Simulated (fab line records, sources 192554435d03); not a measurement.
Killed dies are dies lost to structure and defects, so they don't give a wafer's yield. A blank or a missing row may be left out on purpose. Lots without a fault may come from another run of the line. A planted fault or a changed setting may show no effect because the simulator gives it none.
Which tool did it? | flow n5_finfet | 10 lots, 30 wafers sampled, at 2 steps of a route of 1938

WHAT THE GAUGES READ, wafer by wafer
N5_BEOL_M4_RC_MEAS_101.
lot  | measured     | on        | DIBL_N (mV/V)  | DIBL_P (mV/V)  | IOFF_N (nA/um)    | IOFF_P (nA/um)    | ION_N (uA/um) | ION_P (uA/um) | SS_N (mV/dec)  | SS_P (mV/dec)  | VT_N (mV)         | VT_P (mV)
L694 | day 9 18:59  | prober-01 | 35.4 35.3 35.5 | 37.2 36.7 36.8 | 0.147 0.145 0.142 | 0.184 0.182 0.176 | 676 670 670   | 449 456 454   | 71.5 71.5 72.1 | 72.9 73.2 73.9 | 252.4 252.5 255.6 | -253.0 -253.3 -251.6
L695 | day 10 00:52 | prober-01 | 37.5 37.3 39.3 | 36.8 36.6 38.2 | 0.145 0.143 0.168 | 0.188 0.180 0.201 | 653 662 665   | 450 453 455   | 71.6 71.6 72.5 | 73.6 73.6 73.5 | 254.1 252.0 250.0 | -254.0 -252.6 -252.0
L698 | day 10 04:59 | prober-02 | 35.0 36.5 34.5 | 36.0 37.3 36.1 | 0.131 0.165 0.131 | 0.170 0.196 0.177 | 653 668 650   | 447 458 446   | 71.3 72.1 71.4 | 72.8 74.0 74.1 | 253.0 248.6 252.1 | -252.7 -252.3 -253.2
L697 | day 10 05:20 | prober-01 | 37.9 37.2 36.4 | 36.3 37.1 35.5 | 0.179 0.172 0.152 | 0.211 0.231 0.203 | 692 684 677   | 467 469 462   | 71.9 71.8 72.2 | 73.8 73.4 73.8 | 249.8 250.0 251.3 | -250.3 -247.6 -250.0
L700 | day 11 07:54 | prober-02 | 36.4 34.4 34.4 | 35.8 34.2 33.7 | 0.157 0.134 0.129 | 0.224 0.198 0.191 | 671 666 661   | 462 465 461   | 71.4 70.9 71.1 | 72.4 72.1 72.8 | 251.7 250.7 250.5 | -247.5 -250.9 -251.9
L702 | day 12 18:58 | prober-02 | 35.2 35.2 36.1 | 34.7 36.1 36.3 | 0.131 0.147 0.147 | 0.185 0.210 0.188 | 658 684 664   | 450 468 453   | 71.7 70.9 71.8 | 73.8 73.9 73.7 | 254.0 251.6 252.1 | -251.0 -248.5 -253.5
L707 | day 14 17:20 | prober-01 | 37.6 37.5 35.9 | 37.1 38.0 35.6 | 0.161 0.166 0.140 | 0.217 0.232 0.205 | 668 672 672   | 463 459 463   | 72.0 72.5 71.4 | 73.6 74.2 73.5 | 248.7 250.3 249.4 | -250.7 -246.4 -251.9
L709 | day 15 02:28 | prober-02 | 36.9 39.5 38.2 | 37.5 40.0 38.9 | 0.162 0.206 0.186 | 0.215 0.265 0.236 | 668 685 674   | 463 464 457   | 71.9 71.7 71.6 | 73.5 74.6 74.7 | 250.5 248.3 249.9 | -248.9 -246.1 -248.1
L712 | day 15 08:37 | prober-01 | 36.0 35.2 35.2 | 36.6 35.6 35.0 | 0.165 0.144 0.141 | 0.215 0.190 0.183 | 682 674 679   | 462 462 466   | 71.3 70.7 71.6 | 73.0 73.1 73.3 | 247.6 250.9 252.5 | -251.8 -250.1 -251.1
L714 | day 15 20:00 | prober-01 | 33.8 35.6 36.2 | 35.9 36.3 37.2 | 0.157 0.190 0.183 | 0.187 0.194 0.204 | 675 668 668   | 459 452 452   | 70.8 71.2 71.7 | 73.3 73.7 74.0 | 248.4 248.9 250.5 | -252.7 -254.3 -252.4

N5_BEOL_M13_OCD_MEAS_35.
lot  | measured     | on     | trench_depth_nm (nm)
L694 | day 13 12:59 | ocd-01 | 410 410 412
L695 | day 13 13:07 | ocd-02 | 412 410 400
L698 | day 13 20:28 | ocd-01 | 403 412 401
L697 | day 14 03:32 | ocd-01 | 416 413 413
L700 | day 14 21:40 | ocd-02 | 407 407 408
L702 | day 15 19:45 | ocd-02 | 401 415 410
L707 | day 18 08:46 | ocd-01 | 405 408 402
L709 | day 18 15:52 | ocd-01 | 418 406 406
L712 | day 18 16:28 | ocd-01 | 411 410 419
L714 | day 18 21:03 | ocd-02 | 408 406 411

WHICH TOOL RAN EACH LOT (tool, then ch and the chambers of the sampled wafers, then the start)
The record holds no process step before these readings.

WHAT THE TOOLS THEMSELVES READ (means of the sampled wafers that have a number; where no wafer has one, the mark that the record gives instead)
The record holds no such reading with a usual standard deviation.

THE ANSWER, worked out from the rows above alone
Rule: what is usual is taken from the lots themselves. Put in order of their means at a reading, lots are off if they are a third of the lots or fewer, leave a main group of 4 or more, and stand apart from it by a gap of 3 or more times the standard deviation of the main group's means; of several such gaps the widest counts. A main group whose means are all the same, to the digits that the tables above print for the reading, isn't used. A lot without any number at a reading at which 4 lots or more have one is off too. The other lots that the step has rows for count as sound. The gauges are gone through in route order, then the tools' own readings, and for those a lot's mean is taken as printed above. The first step at which some lot is off is used, and at that step the reading that is off furthest; a lot without a number counts as furthest.
No lot is off at any reading shown: from this, nothing can be told.

WHAT THE SIMULATOR HAD PUT IN
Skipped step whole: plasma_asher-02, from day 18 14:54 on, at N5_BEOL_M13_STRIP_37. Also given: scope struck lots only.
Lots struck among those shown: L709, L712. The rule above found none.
